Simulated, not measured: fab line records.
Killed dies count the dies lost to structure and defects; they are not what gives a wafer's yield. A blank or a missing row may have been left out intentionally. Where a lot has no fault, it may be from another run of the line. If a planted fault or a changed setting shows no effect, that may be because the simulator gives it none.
Chamber matching ; flow n5 finfet ; rie diel-03 running N5_MOL_CONTACT_COAG_ETCHBACK_134: 4 sister chambers
The step etches SiO2 in CHF3, target depth 10 nm, time 6.7 s. 4 wafers are shown with their chamber, then 7 later ones without.

## WAFERS PAIRED WITH THEIR CHAMBERS
wafer;chamber;showerhead plenum p Torr (Torr)
L084.1;3;2.27
L084.5;0;2.45
L086.1;2;2.49
L086.3;1;2.53

## WAFERS WHOSE CHAMBER IS MISSING
wafer;showerhead plenum p Torr (Torr)
L086.4;2.45
L091.1;2.52
L091.4;2.45
L091.5;2.26
L097.2;2.44
L097.4;2.49
L097.6;2.26

## THE CHAMBER EACH PASSED THROUGH
wafer;from the rows above;in truth
L086.4;0;0
L091.1;1;1
L091.4;0;0
L091.5;3;3
L097.2;0;0
L097.4;2;2
L097.6;3;3
Correct placement for 7 of the 7. Number that these rows cannot place: 0. Number placed wrongly: 0.
How it was worked out, from the rows above alone: a wafer's distance from a chamber is the root of the sum, over the readings, of the square of ((its reading less the chamber's mean) divided by the reading's scatter). The wafer belongs to the nearest chamber; if the next one is less than 2 further off, it can't be placed. The mean given for a chamber averages the wafers shown for that chamber. The scatter: with one shown wafer a chamber, the root of the mean of the squares of how far each hidden wafer lies from its nearest shown one.
